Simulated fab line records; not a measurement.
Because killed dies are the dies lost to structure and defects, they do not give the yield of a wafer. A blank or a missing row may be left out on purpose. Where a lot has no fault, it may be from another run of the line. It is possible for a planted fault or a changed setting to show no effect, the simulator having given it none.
Which tool was responsible? + flow n5-finfet + 9 lots with 27 wafers sampled at 6 steps, on a route of 1938 steps

== WHAT THE GAUGES READ, wafer by wafer ==
N5_BEOL_M0_CUTY_OVL_MEAS_58. Usual: M0_ABLK_OVL gives -0.2 nm (standard deviation 0.83).
| lot  | measured     | on         | M0_ABLK_OVL (nm) | flag |
|------|--------------|------------|------------------|------|
| L677 | day 5 16:32  | overlay-02 | -0.1 -1.8 -0.6   |      |
| L679 | day 6 08:09  | overlay-02 | 0.3 0.2 1.4      |      |
| L681 | day 6 15:08  | overlay-02 | -0.2 -1.1 0.1    |      |
| L682 | day 6 21:32  | overlay-01 | -0.5 0.2 -0.8    |      |
| L689 | day 9 00:32  | overlay-01 | 0.3 -0.6 -0.1    |      |
| L691 | day 9 15:41  | overlay-01 | -0.5 0.3 -0.7    |      |
| L692 | day 9 16:00  | overlay-02 | -0.8 -0.6 -0.1   |      |
| L699 | day 11 06:37 | overlay-02 | 12.2 11.0 10.6   | OFF  |
| L700 | day 11 17:41 | overlay-02 | 11.5 10.9 11.9   | OFF  |

N5_BEOL_M0_CUTY_INSPECT_59: inspects for defects (macro). Usual: 1.9 for raw-defect-count, sd 1.4.
| lot  | measured     | on                | raw-defect-count | flag |
|------|--------------|-------------------|------------------|------|
| L677 | day 5 16:34  | defect-inspect-02 | 1 2 1            |      |
| L679 | day 6 08:10  | defect-inspect-01 | 1 1 0            |      |
| L681 | day 6 15:10  | defect-inspect-01 | 1 2 0            |      |
| L682 | day 6 21:33  | defect-inspect-02 | 2 3 3            |      |
| L689 | day 9 00:34  | defect-inspect-02 | 7 1 1            |      |
| L691 | day 9 15:43  | defect-inspect-01 | 2 2 2            |      |
| L692 | day 9 16:01  | defect-inspect-02 | 2 3 1            |      |
| L699 | day 11 06:38 | defect-inspect-02 | 0 0 1            |      |
| L700 | day 11 17:43 | defect-inspect-01 | 1 1 2            |      |

N5_BEOL_M4_RC_MEAS_101. Usual: DIBL_N 35.9 mV/V, standard deviation 1.7; DIBL_P 35.8 mV/V, standard deviation 2.2; IOFF_N 0.15 nA/um, standard deviation 0.03; IOFF_P 0.21 nA/um, standard deviation 0.036; ION_N 674 uA/um, standard deviation 12; ION_P 463 uA/um, standard deviation 7.2; SS_N 71.3 mV/dec, standard deviation 0.59; SS_P 73.1 mV/dec, standard deviation 0.69; VT_N 250 mV, standard deviation 3; VT_P -251 mV, standard deviation 3.2.
| lot  | measured     | on        | DIBL_N (mV/V)  | DIBL_P (mV/V)  | IOFF_N (nA/um) | IOFF_P (nA/um) | ION_N (uA/um) | ION_P (uA/um) | SS_N (mV/dec)  | SS_P (mV/dec)  | VT_N (mV)   | VT_P (mV)      | flag |
|------|--------------|-----------|----------------|----------------|----------------|----------------|---------------|---------------|----------------|----------------|-------------|----------------|------|
| L677 | day 7 16:35  | prober-02 | 35.6 35.3 33.9 | 36.5 36.0 34.0 | 0.14 0.14 0.12 | 0.22 0.20 0.17 | 673 678 674   | 468 464 462   | 72.2 71.1 71.0 | 74.0 73.4 73.0 | 250 250 253 | -248 -252 -252 |      |
| L679 | day 8 09:34  | prober-01 | 34.2 33.6 34.9 | 33.4 33.0 34.2 | 0.13 0.12 0.14 | 0.20 0.19 0.20 | 674 658 668   | 468 462 462   | 71.0 71.3 71.7 | 72.0 72.1 73.0 | 249 254 252 | -251 -250 -249 |      |
| L681 | day 8 18:11  | prober-01 | 36.8 36.7 36.3 | 37.1 36.6 36.3 | 0.17 0.16 0.17 | 0.23 0.22 0.22 | 676 678 682   | 469 469 472   | 71.6 71.8 71.7 | 73.7 73.8 73.7 | 250 252 249 | -248 -249 -249 |      |
| L682 | day 8 18:22  | prober-02 | 34.0 36.1 35.6 | 33.5 35.7 35.3 | 0.12 0.16 0.13 | 0.19 0.22 0.20 | 662 679 662   | 460 470 464   | 70.9 70.9 70.7 | 72.6 72.7 72.9 | 253 248 252 | -251 -248 -249 |      |
| L689 | day 11 06:11 | prober-02 | 36.9 36.7 35.9 | 37.0 37.3 35.6 | 0.18 0.17 0.15 | 0.25 0.24 0.22 | 690 670 678   | 472 457 468   | 71.2 71.8 71.6 | 73.0 73.6 73.4 | 246 250 251 | -246 -248 -250 |      |
| L691 | day 11 15:00 | prober-02 | 34.1 38.9 35.0 | 34.2 39.7 34.5 | 0.11 0.19 0.12 | 0.16 0.23 0.15 | 660 669 656   | 454 453 452   | 70.6 72.1 71.2 | 73.3 74.7 72.7 | 255 249 253 | -254 -254 -258 |      |
| L692 | day 12 04:47 | prober-01 | 35.3 34.1 37.2 | 38.2 35.7 39.6 | 0.16 0.14 0.20 | 0.22 0.18 0.25 | 668 680 685   | 457 469 466   | 71.4 71.1 72.2 | 74.3 73.4 74.7 | 250 249 245 | -250 -251 -250 |      |
| L699 | day 13 22:01 | prober-02 | 35.8 37.6 34.1 | 36.1 38.6 33.2 | 0.15 0.19 0.12 | 0.21 0.25 0.16 | 673 686 665   | 461 467 455   | 71.4 72.0 70.5 | 73.9 74.6 72.6 | 248 246 255 | -251 -249 -251 |      |
| L700 | day 14 03:22 | prober-02 | 33.7 36.1 34.0 | 34.0 36.2 34.3 | 0.11 0.14 0.11 | 0.16 0.18 0.15 | 667 675 658   | 464 457 457   | 70.3 71.2 70.8 | 72.1 73.5 72.1 | 256 254 255 | -255 -251 -255 |      |

== TOOL THAT RAN EACH LOT (tool first, then ch and the chambers of the sampled wafers, then the start) ==
| lot  | N5_BEOL_M0_CUTY_EXPOSE_54          | N5_BEOL_M0_CUTY_DESCUM_61         | N5_BEOL_M0_STRIP_140              |
|------|------------------------------------|-----------------------------------|-----------------------------------|
| L677 | arfi-scanner-01 ch 0, day 5 16:24  | rie-diel-02 ch 0,2, day 5 16:36   | rie-diel-05 ch 0,3, day 5 17:11   |
| L679 | arfi-scanner-03 ch 0, day 6 08:01  | rie-diel-05 ch 1,2,3, day 6 08:25 | rie-diel-05 ch 0,1,3, day 6 08:56 |
| L681 | arfi-scanner-01 ch 0, day 6 14:59  | rie-diel-02 ch 0,2,3, day 6 15:11 | rie-diel-02 ch 0,3, day 6 20:42   |
| L682 | arfi-scanner-03 ch 0, day 6 21:23  | rie-diel-01 ch 1,2,3, day 6 21:36 | rie-diel-05 ch 0,2,3, day 6 22:28 |
| L689 | arfi-scanner-01 ch 0, day 9 00:24  | rie-diel-05 ch 1,2,3, day 9 01:05 | rie-diel-02 ch 2,3, day 9 10:26   |
| L691 | arfi-scanner-01 ch 0, day 9 15:32  | rie-diel-01 ch 1,2,3, day 9 15:45 | rie-diel-02 ch 0,1,3, day 9 16:14 |
| L692 | arfi-scanner-03 ch 0, day 9 15:50  | rie-diel-05 ch 1,2, day 9 16:27   | rie-diel-05 ch 1,3, day 9 17:02   |
| L699 | arfi-scanner-01 ch 0, day 11 06:28 | rie-diel-01 ch 0,3, day 11 06:40  | rie-diel-02 ch 0,1, day 11 10:19  |
| L700 | arfi-scanner-01 ch 0, day 11 17:32 | rie-diel-02 ch 1,3, day 11 17:48  | rie-diel-02 ch 1,3, day 11 18:32  |
- N5_BEOL_M0_CUTY_EXPOSE_54: exposes mask M0 ABLK.
- N5_BEOL_M0_CUTY_DESCUM_61: chemistry O2, time 7.9 s.
- N5_BEOL_M0_STRIP_140: strips in CF4.

== WHAT THE TOOLS THEMSELVES READ (means of the sampled wafers that have a number; where no wafer has one, the mark that the record gives instead) ==
N5_BEOL_M0_CUTY_EXPOSE_54. Usual: stage-vel-mm-s 500.06 mm/s, standard deviation 0.28.
| lot  | tool            | stage-vel-mm-s (mm/s) | flag |
|------|-----------------|-----------------------|------|
| L677 | arfi-scanner-01 | 500.41                |      |
| L679 | arfi-scanner-03 | 500.40                |      |
| L681 | arfi-scanner-01 | 500.61                |      |
| L682 | arfi-scanner-03 | 500.08                |      |
| L689 | arfi-scanner-01 | 500.28                |      |
| L691 | arfi-scanner-01 | 500.13                |      |
| L692 | arfi-scanner-03 | 499.97                |      |
| L699 | arfi-scanner-01 | 500.34                |      |
| L700 | arfi-scanner-01 | 499.74                |      |

N5_BEOL_M0_CUTY_DESCUM_61. Usual: drypump-motor-current-A 5.8 A, standard deviation 0.48; oes-product-au 0.80 a.u., standard deviation 0.1; rf-vpp-V 243.5 V, standard deviation 1.4; showerhead-plenum-p-Torr 2.11 Torr, standard deviation 0.074; throttle-valve-pct 20.41 %, standard deviation 0.2.
| lot  | tool        | drypump-motor-current-A (A) | oes-product-au (a.u.) | rf-vpp-V (V) | showerhead-plenum-p-Torr (Torr) | throttle-valve-pct (%) | flag |
|------|-------------|-----------------------------|-----------------------|--------------|---------------------------------|------------------------|------|
| L677 | rie-diel-02 | 6.1                         | 0.85                  | 242.5        | 2.08                            | 20.21                  |      |
| L679 | rie-diel-05 | 5.8                         | 0.77                  | 243.2        | 2.13                            | 20.43                  |      |
| L681 | rie-diel-02 | 6.3                         | 0.82                  | 243.3        | 2.10                            | 20.27                  |      |
| L682 | rie-diel-01 | 5.7                         | 0.80                  | 244.1        | 2.13                            | 20.62                  |      |
| L689 | rie-diel-05 | 5.8                         | 0.88                  | 243.8        | 2.12                            | 20.36                  |      |
| L691 | rie-diel-01 | 5.7                         | 0.78                  | 243.2        | 2.13                            | 20.64                  |      |
| L692 | rie-diel-05 | 6.0                         | 0.81                  | 243.2        | 2.07                            | 20.29                  |      |
| L699 | rie-diel-01 | 5.6                         | 0.91                  | 244.5        | 2.18                            | 20.32                  |      |
| L700 | rie-diel-02 | 5.9                         | 0.70                  | 242.8        | 2.06                            | 20.47                  |      |

N5_BEOL_M0_STRIP_140. Usual: drypump-motor-current-A 5.8 A, standard deviation 0.45; oes-product-au 0.78 a.u., standard deviation 0.095; rf-vpp-V 271.4 V, standard deviation 1.6; showerhead-plenum-p-Torr 1.81 Torr, standard deviation 0.056; throttle-valve-pct 13.59 %, standard deviation 0.2.
| lot  | tool        | drypump-motor-current-A (A) | oes-product-au (a.u.) | rf-vpp-V (V) | showerhead-plenum-p-Torr (Torr) | throttle-valve-pct (%) | flag |
|------|-------------|-----------------------------|-----------------------|--------------|---------------------------------|------------------------|------|
| L677 | rie-diel-05 | 5.6                         | 0.76                  | 271.2        | 1.83                            | 13.69                  |      |
| L679 | rie-diel-05 | 5.8                         | 0.77                  | 271.9        | 1.83                            | 13.61                  |      |
| L681 | rie-diel-02 | 6.2                         | 0.77                  | 270.4        | 1.75                            | 13.51                  |      |
| L682 | rie-diel-05 | 5.6                         | 0.75                  | 270.3        | 1.82                            | 13.70                  |      |
| L689 | rie-diel-02 | 6.4                         | 0.80                  | 272.3        | 1.85                            | 13.42                  |      |
| L691 | rie-diel-02 | 6.0                         | 0.73                  | 271.2        | 1.76                            | 13.61                  |      |
| L692 | rie-diel-05 | 6.0                         | 0.75                  | 272.0        | 1.82                            | 13.56                  |      |
| L699 | rie-diel-02 | 5.8                         | 0.72                  | 270.3        | 1.74                            | 13.64                  |      |
| L700 | rie-diel-02 | 5.8                         | 0.70                  | 271.5        | 1.77                            | 13.69                  |      |

== THE ANSWER, worked out from the rows above alone ==
Rule: take the mean of a lot's wafers that have a number; if it is more than 3 standard deviations from the usual mean, the lot is off. Also off: a lot with no number at a reading for which 4 or more lots have one. Where the step has rows for the other lots, those lots are counted as sound. The gauges are gone through in route order, then the tools' own readings, and for those a lot's mean is taken as printed above. At the first step where some lot is off, the reading lying furthest off is the one used; lots without a number count as furthest.
Off: L699, L700, seen at N5_BEOL_M0_CUTY_OVL_MEAS_58 (M0_ABLK_OVL).
A tool fits if, at a process step before that reading, it ran every lot that is off, and no sound lot after the first of them. The gauges at N5_BEOL_M0_CUTY_OVL_MEAS_58 are tried like those tools. Can't be told from this: 2 tools fit, arfi-scanner-01 at N5_BEOL_M0_CUTY_EXPOSE_54, overlay-02 at N5_BEOL_M0_CUTY_OVL_MEAS_58.

== WHAT THE SIMULATOR PUT IN ==
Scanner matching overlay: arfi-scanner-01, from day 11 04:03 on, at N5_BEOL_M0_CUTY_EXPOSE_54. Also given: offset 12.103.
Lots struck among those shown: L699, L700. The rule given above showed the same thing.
